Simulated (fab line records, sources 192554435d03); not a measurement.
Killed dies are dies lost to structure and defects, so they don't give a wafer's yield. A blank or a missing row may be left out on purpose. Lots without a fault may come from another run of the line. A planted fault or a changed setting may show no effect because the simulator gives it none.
Chamber matching | flow n5_finfet | N5_BEOL_M14_VIA_ETCH_16 on rie_diel-03: 4 sister chambers
The step etches SiO2 in C4F8/O2/Ar, target depth 1231.3 nm. 20 wafers are shown with their chamber, then 10 later ones without.

WAFERS WITH THEIR CHAMBER
wafer  | chamber | rf_vpp_V (V) | showerhead_plenum_p_Torr (Torr) | throttle_valve_pct (%)
L075.2 | 3       | 2317         | 3.47                            | 30.8
L075.3 | 1       | 2170         | 3.60                            | 30.4
L075.6 | 2       | 2176         | 3.61                            | 31.1
L074.1 | 3       | 2316         | 3.47                            | 30.8
L074.2 | 2       | 2177         | 3.60                            | 31.1
L074.6 | 2       | 2178         | 3.60                            | 31.0
L079.1 | 2       | 2177         | 3.60                            | 31.0
L079.5 | 1       | 2169         | 3.59                            | 30.4
L079.6 | 0       | 2196         | 3.46                            | 31.4
L081.3 | 1       | 2169         | 3.59                            | 30.4
L081.4 | 0       | 2196         | 3.46                            | 31.4
L081.5 | 1       | 2170         | 3.59                            | 30.4
L083.4 | 3       | 2315         | 3.46                            | 30.9
L083.5 | 0       | 2195         | 3.45                            | 31.4
L083.6 | 1       | 2170         | 3.59                            | 30.5
L086.2 | 1       | 2168         | 3.59                            | 30.5
L086.4 | 2       | 2176         | 3.59                            | 31.1
L086.6 | 3       | 2315         | 3.46                            | 30.9
L089.3 | 1       | 2168         | 3.58                            | 30.5
L089.4 | 2       | 2174         | 3.58                            | 31.1

SIGNATURES (means of the wafers above)
reading                  | chamber 0 | chamber 1 | chamber 2 | chamber 3 | scatter within a chamber
rf_vpp_V                 | 2195.67   | 2169.14   | 2176.33   | 2315.75   | 1.05
showerhead_plenum_p_Torr | 3.4567    | 3.5900    | 3.5967    | 3.4650    | 0.0075
throttle_valve_pct       | 31.400    | 30.443    | 31.067    | 30.850    | 0.0503
Rule: a wafer's distance from a chamber is the root of the sum, over the readings, of the square of ((its reading less the chamber's mean) divided by the reading's scatter). The wafer belongs to the nearest chamber; if the next one is less than 2 further off, it can't be placed. The scatter: the root of (the sum of the squares of (reading less its chamber's mean) over the shown wafers, divided by (wafers less chambers)).

WAFERS WITHOUT THEIR CHAMBER
wafer  | rf_vpp_V (V) | showerhead_plenum_p_Torr (Torr) | throttle_valve_pct (%)
L089.5 | 2167         | 3.58                            | 30.5
L090.2 | 2174         | 3.58                            | 31.1
L090.5 | 2168         | 3.58                            | 30.5
L090.6 | 2175         | 3.58                            | 31.1
L093.3 | 2193         | 3.44                            | 31.4
L093.4 | 2175         | 3.58                            | 31.1
L093.5 | 2314         | 3.45                            | 30.9
L094.2 | 2314         | 3.45                            | 30.9
L094.3 | 2172         | 3.58                            | 31.1
L094.5 | 2194         | 3.44                            | 31.4

WHICH CHAMBER EACH WENT THROUGH
wafer  | from the rows above | in truth
L089.5 | 1                   | 1
L090.2 | 2                   | 2
L090.5 | 1                   | 1
L090.6 | 2                   | 2
L093.3 | 0                   | 0
L093.4 | 2                   | 2
L093.5 | 3                   | 3
L094.2 | 3                   | 3
L094.3 | 2                   | 2
L094.5 | 0                   | 0
Placed correctly: 10 of 10. Can't be placed from these rows: 0. Placed wrongly: 0.
